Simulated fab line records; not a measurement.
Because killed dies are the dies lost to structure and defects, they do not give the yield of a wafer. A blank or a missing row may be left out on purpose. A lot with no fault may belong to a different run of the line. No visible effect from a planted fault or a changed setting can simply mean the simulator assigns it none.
Matching of chambers | flow nand harc | 4 sister chambers for NHARC_A_SLIT_ETCH_29 on rie diel-11
The step etches the open film in CF4/O2, target depth 100 nm, overetch 10 nm, time 55 s. 8 wafers are shown with their chamber, then 9 later ones without.

== WAFERS PAIRED WITH THEIR CHAMBERS ==
wafer  | chamber | showerhead plenum p Torr (Torr) | rf vpp V (V)
L807.2 | 1       | 1.36                            | 199.4
L807.5 | 1       | 1.36                            | 197.6
L806.6 | 2       | 1.35                            | 198.7
L811.5 | 3       | 1.29                            | 196.6
L811.6 | 0       | 1.27                            | 195.8
L812.2 | 3       | 1.29                            | 196.9
L812.3 | 0       | 1.27                            | 196.6
L812.5 | 2       | 1.34                            | 197.0

== WAFERS MISSING THEIR CHAMBER ==
wafer  | showerhead plenum p Torr (Torr) | rf vpp V (V)
L814.1 | 1.36                            | 198.0
L814.2 | 1.34                            | 197.3
L814.5 | 1.34                            | 198.4
L818.1 | 1.34                            | 198.5
L818.2 | 1.27                            | 198.4
L818.5 | 1.29                            | 196.4
L819.1 | 1.29                            | 197.2
L819.2 | 1.27                            | 195.8
L819.3 | 1.34                            | 199.1

== WHICH CHAMBER EACH WENT THROUGH ==
wafer  | from the rows above | in truth
L814.1 | 1                   | 1
L814.2 | 2                   | 2
L814.5 | 2                   | 2
L818.1 | 2                   | 2
L818.2 | 0                   | 0
L818.5 | 3                   | 3
L819.1 | 3                   | 3
L819.2 | 0                   | 0
L819.3 | 2                   | 2
Correct placement for 9 of the 9. Can't be placed from these rows: 0. Wrongly placed: 0.
How it was worked out, from the rows above alone: a wafer's distance from a chamber is the root of the sum, over the readings, of the square of ((its reading less the chamber's mean) divided by the reading's scatter). The wafer belongs to the nearest chamber; if the next one is less than 2 further off, it can't be placed. Each chamber's mean is taken over the wafers shown for it. The scatter: the root of (the sum of the squares of (reading less its chamber's mean) over the shown wafers, divided by (wafers less chambers)).
